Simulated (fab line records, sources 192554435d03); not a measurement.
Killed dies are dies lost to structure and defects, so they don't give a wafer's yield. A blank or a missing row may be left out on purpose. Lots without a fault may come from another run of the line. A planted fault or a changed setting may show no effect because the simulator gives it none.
Split-lot experiment | flow n5_finfet | 7 lots, 21 wafers read, on a route of 1938 steps

THE SPLIT
At N5_GATE_CUT_COAT_34 (time 60 s, resist thk 60 nm), the setting spin_rpm was moved away from the recipe's 1500 rpm on 4 of the 21 wafers read, by -3.5% to +10.7%. The other wafers ran this setting at the recipe's value.

FROM THE SPLIT TO THE READING: what the file shows between them, 7 steps
- N5_GATE_CUT_COAT_35: time 60 s, resist thk 10 nm
- N5_GATE_CUT_COAT_27: time 60 s, resist thk 10 nm
- N5_GATE_CUT_ETCH_28: etches underlayer in N2/H2, target depth 13 nm, time 10.4 s
- N5_GATE_CUT_ETCH_36: etches SiARC in CF4, target depth 13 nm, time 21.7 s
- N5_GATE_CUT_ETCH_37: etches SOC in N2/H2, target depth 60 nm, overetch 12 nm, time 90 s
- N5_GATE_CUT_STRIP_38: strips in N2/H2
- N5_GATE_CUT_STRIP_39: strips in N2/H2

THE READING
SOC_of_GATE_CUT_COAT_34.thk_nm (the simulator's own value, which no gauge read), in nm, at N5_GATE_CUT_HM_OPEN_40 (chemistry C4F6/O2, target SiO2, target depth 139 nm, time 85.1 s). The file gives no usual value for it. The 17 wafers here that ran the recipe average 32.6 nm, standard deviation 0.27 nm.

wafer  | tool, chamber at the split | spin_rpm as run, rpm | against the recipe | SOC_of_GATE_CUT_COAT_34.thk_nm, nm | against lot-mates on the recipe
L076.1 | litho_track-03, 0          | 1500                 | recipe             | 32.2                               | -
L076.2 | litho_track-03, 0          | 1500                 | recipe             | 32.2                               | -
L076.6 | litho_track-03, 0          | 1500                 | recipe             | 32.2                               | -
L082.2 | litho_track-02, 0          | 1500                 | recipe             | 32.6                               | -
L082.3 | litho_track-02, 0          | 1500                 | recipe             | 32.6                               | -
L082.4 | litho_track-02, 0          | 1500                 | recipe             | 32.2                               | -
L087.2 | litho_track-04, 0          | 1500                 | recipe             | 32.8                               | -
L087.6 | litho_track-04, 0          | 1500                 | recipe             | 32.8                               | -
L087.3 | litho_track-04, 0          | 1500                 | recipe             | 33                                 | -
L089.2 | litho_track-02, 0          | 1447                 | -3.5%              | 33.8                               | +1.2
L089.3 | litho_track-02, 0          | 1447                 | -3.5%              | 33.6                               | +1.0
L089.5 | litho_track-02, 0          | 1500                 | recipe             | 32.6                               | -
L092.1 | litho_track-03, 0          | 1500                 | recipe             | 32.8                               | -
L092.3 | litho_track-03, 0          | 1500                 | recipe             | 32.8                               | -
L092.6 | litho_track-03, 0          | 1500                 | recipe             | 32.6                               | -
L094.1 | litho_track-04, 0          | 1500                 | recipe             | 33                                 | -
L094.3 | litho_track-04, 0          | 1500                 | recipe             | 32.8                               | -
L094.4 | litho_track-04, 0          | 1500                 | recipe             | 32.4                               | -
L097.1 | litho_track-02, 0          | 1500                 | recipe             | 32.4                               | -
L097.3 | litho_track-02, 0          | 1661                 | +10.7%             | 29.4                               | -3.0
L097.5 | litho_track-02, 0          | 1661                 | +10.7%             | 29                                 | -3.4

THE FIT
A straight line over all 21 wafers: SOC_of_GATE_CUT_COAT_34.thk_nm changes by -0.316 nm for each +1% of spin_rpm; r = -0.97; the points scatter about the line by 0.27 nm.
The same after taking each lot's own level away (the mean of its wafers on the recipe; 21 wafers): -0.3 nm for each +1%; r = -0.99; scatter 0.15 nm.
On that fit, the largest move of spin_rpm shifts the reading by 3.2 nm.
The lots' own levels span 32.20 to 32.87 nm, that is 2.5 times the standard deviation above.
So the lot-to-lot level changes the slope little: the two slopes agree.
Check: with one of the wafers moved furthest among these (+10.7%) left out of the fit, the line predicts -3.39 nm for it against its lot-mates. It came out at -3 nm against them.

THE WHOLE CHAIN: every reading that the file lists as answering this split, in the file's order
step                   | what it does                                                       | reading                                                                         | change (the file's fit)               | r (the file's)
N5_GATE_CUT_COAT_34    | time 60 s, resist thk 60 nm                                        | SOC_of_GATE_CUT_COAT_34.thk_nm (the simulator's own value, which no gauge read) | -0.283 nm for each +1% of the setting | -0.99
N5_GATE_CUT_ETCH_37    | etches SOC in N2/H2, target depth 60 nm, overetch 12 nm, time 90 s | etch.depth_nm (the simulator's own value, which no gauge read)                  | -0.279 nm for each +1% of the setting | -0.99
N5_GATE_CUT_HM_OPEN_40 | chemistry C4F6/O2, target SiO2, target depth 139 nm, time 85.1 s   | SOC_of_GATE_CUT_COAT_34.thk_nm (the simulator's own value, which no gauge read) | -0.299 nm for each +1% of the setting | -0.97

THE FILE'S OWN FIT
SOC_of_GATE_CUT_COAT_34.thk_nm changes by -0.299 nm for each +1% of spin_rpm, r = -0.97.
